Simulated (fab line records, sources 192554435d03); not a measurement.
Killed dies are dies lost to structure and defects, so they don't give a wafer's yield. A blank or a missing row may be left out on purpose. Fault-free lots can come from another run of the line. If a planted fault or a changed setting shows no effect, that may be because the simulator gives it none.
fab line records    flow n5-finfet    part 2 of 2: steps 22 to 26 of 26
record lots=5  wafers=15  last-day=17
route steps=1938 shown ILD0@340 SDB@347
lots that met no fault: taken from a fault-free run of the same line
start-h: hours from the record's first day to the start of the lot's first wafer shown    wait-h: hours since the lot's step before    " repeats the value in the row above    L1.1+2: several wafers, shown together as one row    - no value, or no start given    * or withheld: withheld    < > ~ a bound
route shown NAME@n: names a module that has steps shown in the file, with the first one's number in the route    usual: mean and standard deviation over wafers with no fault    same: alike in all rows    chamber/n: place in a boat    sites: per-site readings    _std_site: the standard deviation of these    _edge_site: inner sites' mean taken away from outer sites' mean    radius-mm: how far each site lies from the wafer's centre    mask NAME#n: copy n    behind: the tool/chamber that last shaped the wafer    hold: why the lot went on hold/how many hours it stayed there/how the hold came to an end    device: the n, p or np transistor that did not switch    end of line: at the end of the route, the tests of the same wafers    a step without rows: its recipe alone    killed: count of dies lost to structure and defects at first sort (not the wafer's yield)    map: the dies of a wafer, with x for killed, . for not killed, _ for no die there
set.NAME: the setting the step ran with; set.NAME@STEP: the setting that earlier step ran with    model.NAME: the simulator's own value behind a step, which no gauge read
lots at selected steps of the route; one table per step, one row per wafer
services: a tool's chamber out of use, with start hour (start-h, from the record's first day; less than 0 if before it), hours out, and reason
## steps
# step N5_SDB_ETCH_18
# recipe chemistry=N2/H2  target=SOC  target-depth-a=1000  overetch-a=200  mask-material=SiARC  temp-c=40  time-s=150  ion-energy-ev=200  pressure-mtorr=30  source-w=840  bias-w=150  n2-flow-sccm=200  h2-flow-sccm=200
# usual bias-w=150.0/0.4  chamber-pressure-mTorr=30.000/0.029  drypump-motor-current-A=5.7/0.41  oes-product-au=0.70/0.075  rf-vpp-V=523.6/2.5  showerhead-plenum-p-Torr=2.53/0.09  throttle-valve-pct=17.8/0.3
lot.wafer  tool         chamber  start-h  wait-h  bias-w  chamber-pressure-mTorr  drypump-motor-current-A  oes-product-au  rf-hours-counter-h  rf-vpp-V  showerhead-plenum-p-Torr  throttle-valve-pct
L074.4     rie-diel-01  1        67.66    0.0     150.3   29.995                  6.1                      0.70            145                 524.0     2.55                      17.8
L074.5     "            2        "        "       149.5   29.979                  5.1                      0.86            -                   523.7     2.48                      17.3
L074.6     "            3        "        "       149.8   30.011                  5.8                      0.65            -                   526.5     2.64                      18.3
L084.2     rie-diel-02  2        126.11   0.0     150.3   29.998                  5.3                      0.84            3                   528.8     2.73                      17.9
L084.5     "            1        "        "       150.4   29.984                  5.9                      0.63            -                   519.3     2.41                      18.0
L084.6     "            2        "        "       149.8   29.977                  5.3                      0.86            -                   527.2     2.73                      17.9
L086.2     rie-diel-01  0        140.53   0.0     149.6   30.020                  5.8                      0.66            176                 526.5     2.65                      17.9
L086.4     "            3        "        "       149.8   30.015                  5.8                      0.64            190                 526.7     2.63                      18.3
L086.6     "            3        "        "       149.9   29.985                  5.8                      0.64            -                   524.9     2.63                      18.3
L090.2     rie-diel-03  3        161.04   0.0     150.2   30.014                  6.0                      0.76            61                  524.9     2.57                      17.6
L090.3     "            0        "        "       150.3   30.030                  5.4                      0.62            232                 520.3     2.42                      18.1
L090.4     "            2        "        "       149.7   30.049                  5.6                      0.69            125                 524.8     2.52                      17.6
L097.1     rie-diel-01  1        206.55   0.0     149.8   30.036                  6.1                      0.67            195                 523.7     2.53                      17.9
L097.2     "            2        "        "       148.9   29.993                  5.1                      0.77            55                  522.0     2.46                      17.4
L097.3     "            0        "        "       150.2   29.960                  5.8                      0.64            190                 525.7     2.64                      17.9
# step N5_SDB_STRIP_19
# recipe chemistry=N2/H2  temp-c=40  n2-flow-sccm=200  h2-flow-sccm=200  rf-frequency-hz=6e+07
lot.wafer   tool         chamber  start-h  wait-h
L074.4+5+6  rie-diel-01  1,2,3    67.79    0.1
L084.2+5+6  rie-diel-02  2,1,2    126.23   0.1
L086.2+4+6  rie-diel-01  0,3,3    140.66   0.1
L090.2+3+4  rie-diel-03  3,0,2    161.16   0.1
L097.1+2+3  rie-diel-01  1,2,0    206.68   0.1
# step N5_SDB_STRIP_21
# recipe chemistry=CF4  resist=SiARC  power-w=300  bias-power-w=75  pressure-mtorr=50  cf4-flow-sccm=150  rf-frequency-hz=6e+07
# usual chamber-pressure-mTorr=50.00/0.047  drypump-motor-current-A=5.7/0.41  oes-product-au=0.77/0.083  rf-vpp-V=271.0/1.4  showerhead-plenum-p-Torr=1.79/0.068  throttle-valve-pct=13.60/0.29
lot.wafer  tool         chamber  start-h  wait-h  chamber-pressure-mTorr  drypump-motor-current-A  oes-product-au  rf-hours-counter-h  rf-vpp-V  showerhead-plenum-p-Torr  throttle-valve-pct
L074.4     rie-diel-01  1        67.80    0.0     49.93                   6.1                      0.77            145                 272.6     1.77                      13.44
L074.5     "            2        "        "       50.10                   5.1                      0.95            -                   269.7     1.74                      13.07
L074.6     "            3        "        "       50.04                   5.8                      0.71            -                   272.1     1.86                      13.92
L084.2     rie-diel-02  2        126.24   0.0     50.03                   5.3                      0.95            3                   274.5     1.93                      13.50
L084.5     "            1        "        "       49.97                   5.9                      0.69            -                   270.3     1.71                      13.86
L084.6     "            2        "        "       50.01                   5.3                      0.94            -                   273.8     1.93                      13.51
L086.2     rie-diel-01  0        140.67   0.0     49.97                   5.8                      0.72            176                 273.8     1.89                      13.89
L086.4     "            3        "        "       50.01                   5.8                      0.70            190                 273.4     1.85                      13.97
L086.6     "            3        "        "       50.04                   5.8                      0.71            -                   273.0     1.85                      13.94
L090.2     rie-diel-03  3        161.17   0.0     50.01                   5.9                      0.84            61                  271.9     1.83                      13.44
L090.3     "            0        "        "       50.03                   5.4                      0.68            232                 268.8     1.69                      13.78
L090.4     "            2        "        "       49.94                   5.6                      0.75            125                 271.2     1.82                      13.72
L097.1     rie-diel-01  1        206.69   0.0     50.08                   6.1                      0.73            195                 271.1     1.76                      13.55
L097.2     "            2        "        "       49.97                   5.1                      0.85            55                  270.2     1.73                      13.22
L097.3     "            0        "        "       50.00                   5.8                      0.71            190                 271.6     1.89                      13.92
# step N5_SDB_HM_OPEN_20
# recipe chemistry=CH3F/O2  target=SiNx  mask-material=SOC  target-depth-a=240  stop-on=poly-Si  over-etch-frac=0.4  ion-energy-ev=120  pressure-mtorr=30  source-w=395  bias-w=73  Ar_flow_sccm=150  CH3F_flow_sccm=30  O2_flow_sccm=20
# usual bias-w=73.00/0.23  chamber-pressure-mTorr=30.000/0.025  drypump-motor-current-A=5.7/0.41  mfc-ar-sccm=150.0/0.41  oes-product-au=0.63/0.068  rf-vpp-V=298/12  showerhead-plenum-p-Torr=1.99/0.079  throttle-valve-pct=16.35/0.25
lot.wafer  tool         chamber  start-h  wait-h  bias-w  chamber-pressure-mTorr  drypump-motor-current-A  mfc-ar-sccm  oes-product-au  rf-hours-counter-h  rf-vpp-V  showerhead-plenum-p-Torr  throttle-valve-pct
L074.4     rie-diel-01  1        67.82    0.0     73.00   29.962                  6.1                      150.0        0.64            145                 301       2.00                      16.29
L074.5     "            2        "        "       72.82   29.984                  5.1                      149.9        0.78            -                   274       1.95                      15.92
L074.6     "            3        "        "       72.88   29.998                  5.8                      150.6        0.59            -                   309       2.08                      16.70
L084.2     rie-diel-02  2        126.26   0.0     72.69   29.978                  5.3                      149.6        0.76            3                   292       2.15                      16.33
L084.5     "            1        "        "       72.75   29.999                  5.9                      150.1        0.57            -                   304       1.87                      16.45
L084.6     "            2        "        "       72.78   30.015                  5.3                      149.8        0.77            -                   292       2.15                      16.32
L086.2     rie-diel-01  0        140.69   0.0     72.86   29.976                  5.8                      149.8        0.59            176                 310       2.08                      16.43
L086.4     "            3        "        "       73.26   29.990                  5.8                      149.5        0.58            190                 308       2.07                      16.77
L086.6     "            3        "        "       73.31   30.026                  5.8                      150.4        0.57            -                   307       2.07                      16.76
L090.2     rie-diel-03  3        161.19   0.0     73.00   30.022                  6.0                      150.3        0.70            61                  302       2.04                      16.16
L090.3     "            0        "        "       72.88   30.011                  5.4                      150.6        0.55            232                 307       1.87                      16.45
L090.4     "            2        "        "       73.31   30.000                  5.6                      150.2        0.62            125                 304       2.02                      16.47
L097.1     rie-diel-01  1        206.71   0.0     72.68   29.984                  6.0                      150.3        0.60            195                 300       1.98                      16.37
L097.2     "            2        "        "       73.30   29.999                  5.1                      149.8        0.69            55                  272       1.93                      16.01
L097.3     "            0        "        "       72.71   30.015                  5.8                      149.9        0.58            190                 311       2.07                      16.46
# step N5_SDB_STRIP_22
# recipe chemistry=N2/H2  power-w=1000  temp-c=250  h2-frac=0.65  overash-fraction=0.3  pressure-mtorr=withheld  n2-flow-sccm=1750  h2-flow-sccm=3250
# usual drypump-motor-current-A=5.5/0.46  heater-power-w=375/30  oes-product-au=0.715/0.0043  strip-time-to-endpoint-s=96.3/0.49
lot.wafer  tool             chamber  start-h  wait-h  drypump-motor-current-A  heater-power-w  oes-product-au  rf-hours-counter-h  strip-time-to-endpoint-s
L074.4     plasma-asher-01  0        67.94    0.1     5.0                      432             0.714           -                   96.2
L074.5     "                0        "        "       4.9                      422             0.718           -                   95.6
L074.6     "                1        "        "       5.4                      357             0.712           -                   95.8
L084.2     plasma-asher-01  1        126.34   0.1     5.5                      367             0.713           44                  95.4
L084.5     "                0        "        "       5.0                      416             0.713           -                   96.6
L084.6     "                1        "        "       5.4                      365             0.712           -                   95.4
L086.2     plasma-asher-01  1        140.77   0.1     5.5                      363             0.712           47                  97.2
L086.4     "                1        "        "       5.5                      370             0.713           -                   96.4
L086.6     "                0        "        "       4.9                      414             0.714           -                   96.3
L090.2     plasma-asher-02  1        161.27   0.1     6.3                      364             0.711           110                 96.4
L090.3     "                1        "        "       6.3                      364             0.712           -                   97.5
L090.4     "                0        "        "       5.7                      338             0.718           -                   97.3
L097.1     plasma-asher-01  1        206.79   0.1     5.5                      360             0.710           62                  96.6
L097.2     "                0        "        "       5.0                      423             0.705           62                  96.0
L097.3     "                1        "        "       5.4                      373             0.718           -                   97.3
## services
tool              chamber  start-h  hours  kind
cmp-01            -        41.48    2.7    repair
rie-diel-02       1        43.78    50.7   repair
ald-sin-02        1        51.97    20.2   repair
cmp-03            -        52.42    4.0    pm
remote-plasma-02  -        58.11    1.9    repair
arfi-scanner-03   -        58.35    1.0    pm
arfi-scanner-03   -        61.98    1.0    pm
arfi-scanner-03   -        74.18    0.8    pm
cmp-02            -        74.74    2.3    repair
ald-sin-01        -        87.93    14.0   pm
cmp-01            -        92.86    4.5    repair
arfi-scanner-03   -        107.00   1.3    pm
ald-sin-02        -        107.27   6.0    pm
rie-diel-01       3        110.08   4.3    repair
pecvd-02          2        125.40   18.7   repair
rie-diel-03       2        128.56   3.6    repair
cmp-03            -        134.55   0.3    repair
cmp-01            -        138.32   6.1    repair
rie-diel-02       3        139.10   12.7   repair
cmp-03            -        139.44   2.7    repair
rie-diel-01       0        143.26   26.3   repair
plasma-asher-01   -        150.28   1.2    repair
plasma-asher-01   -        177.64   3.0    repair
cmp-03            -        182.72   0.4    repair
